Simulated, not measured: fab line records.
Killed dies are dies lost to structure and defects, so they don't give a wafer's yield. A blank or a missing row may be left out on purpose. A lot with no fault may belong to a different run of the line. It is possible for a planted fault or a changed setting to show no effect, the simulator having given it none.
A struck lot beside a sound one | flow nand_harc | 15 steps out of a route of 1302
Sound: wafers L651.1, L651.4, L651.5. Struck: wafer L662.3 (left out: L662.2, L662.5 of the same lot, which were not struck); the cause appears at the end.
At each step with rows: each side's tool, then ch and its chambers, then its first start. Under that, the readings that differ: sound wafers | struck wafers | difference of the means | sigmas: that difference in standard deviations of wafers without a fault.
alike: same words and numbers on both sides, and readings whose means sit less than 2 such deviations apart. not compared: any withheld reading, any reading some wafer has no value for, any bound like >300 that may hide the same value, and any number with overlapping values for which the record gives no deviation.
The two part at a step that has a row with sigmas, a row that says differs or no value, or rows on one side only. Non-overlapping numbers with no deviation appear without sigmas and do not part them. A reading missing from all wafers of one side parts the sides only when that side holds two or more wafers.

NHARC_A_CHANNEL_HOLE_D2_XSEM_32:
  sound on xsem-02 ch 0, day 14 05:59; struck on xsem-01 ch 0, day 18 15:22
  alike: bot_cd_nm, bow_nm, tilt_deg
NHARC_A_CHANNEL_HOLE_D2_INSPECT_40:
  sound on defect_inspect-01, day 14 06:05; struck on defect_inspect-02, day 18 15:27
  alike: raw_defect_count
then, 2 steps without rows for these wafers: NHARC_A_CHANNEL_FILL_D2_PRECLEAN_00 (cleans in SC1); NHARC_A_CHANNEL_FILL_D2_SRD_01.
NHARC_A_CHANNEL_FILL_D2_ALD_02: deposits SiO2, target thk 6 nm, pulse time 10 s, ald cycles 60.
  sound on ald_hk-04 ch 2,3, day 14 06:21; struck on ald_hk-03 ch 3, day 18 15:43
  alike: heater_power_w, precursor_pulse_height_rel
NHARC_A_CHANNEL_FILL_D2_ALD_03: deposits SiNx, target thk 6 nm, pulse time 60 s, ald cycles 58.
  sound on ald_sin_batch-03 ch 0; struck on ald_sin_batch-01 ch 0
  reading                      | sound             | struck | difference | sigmas
  chamber_pressure_Torr (Torr) | 2.008 2.006 2.007 | 1.998  | -0.009     | -2
  alike: precursor_pulse_height_rel
then, 1 step without rows for these wafers: NHARC_A_CHANNEL_FILL_D2_ALD_14 (deposits SiO2, target thk 2.5 nm, pulse time 10 s, ald cycles 25).
NHARC_A_CHANNEL_FILL_D2_ALD_15: deposits SiNx, target thk 2 nm, pulse time 60 s, ald cycles 19.
  sound on ald_sin_batch-01 ch 0; struck on ald_sin_batch-02 ch 0
  alike: chamber_pressure_Torr, precursor_pulse_height_rel
then, 4 steps without rows for these wafers: NHARC_A_CHANNEL_FILL_D2_ALD_16 (deposits SiO2, target thk 1.5 nm, pulse time 10 s, ald cycles 15); NHARC_A_CHANNEL_FILL_D2_ANNEAL_17 (time 1800 s); NHARC_A_CHANNEL_FILL_D2_CVD_18 (deposits poly-Si, target thk 3 nm); NHARC_A_CHANNEL_FILL_D2_ETCHBACK_19 (etches the open film in HBr/Cl2, target depth 5 nm, time 1.7 s).
NHARC_A_CHANNEL_FILL_D2_ETCHBACK_20: etches the open film in C4F8/O2/Ar, target depth 27 nm, time 13.5 s.
  sound on rie_diel-05 ch 0,1,2, day 15 06:31; struck on rie_diel-08 ch 0, day 19 15:29
  reading          | sound          | struck | difference | sigmas
  run_length_s (s) | 34.3 34.6 34.6 | 28.1   | -6.4       | -18
  alike: oes_product_au, rf_vpp_V
  not compared: rf_hours_counter_h
NHARC_A_CHANNEL_FILL_D2_STRIP_28: strips in O2, time 20 s.
  sound on rie_diel-05 ch 0,2,3, day 15 06:35; struck on rie_diel-08 ch 3, day 19 15:37
  alike: drypump_motor_current_A, oes_product_au, rf_vpp_V, showerhead_plenum_p_Torr, throttle_valve_pct
  not compared: rf_hours_counter_h
-- the record jumps here: 10 days lie between the struck wafers' starts before and after (it left off in module A_CHANNEL_FILL_D2 and takes up again in module END, whose first step shown is number 1302 of the route) --
NHARC_END_SORT_01:
  at this point the record logs the struck wafers (prober-02 ch 0, day 29 09:49) and has no rows for the sound ones

== WHERE THEY PART ==
First at NHARC_A_CHANNEL_FILL_D2_ALD_03; last, within this record, at NHARC_END_SORT_01.

WHY: whatever the simulator had introduced
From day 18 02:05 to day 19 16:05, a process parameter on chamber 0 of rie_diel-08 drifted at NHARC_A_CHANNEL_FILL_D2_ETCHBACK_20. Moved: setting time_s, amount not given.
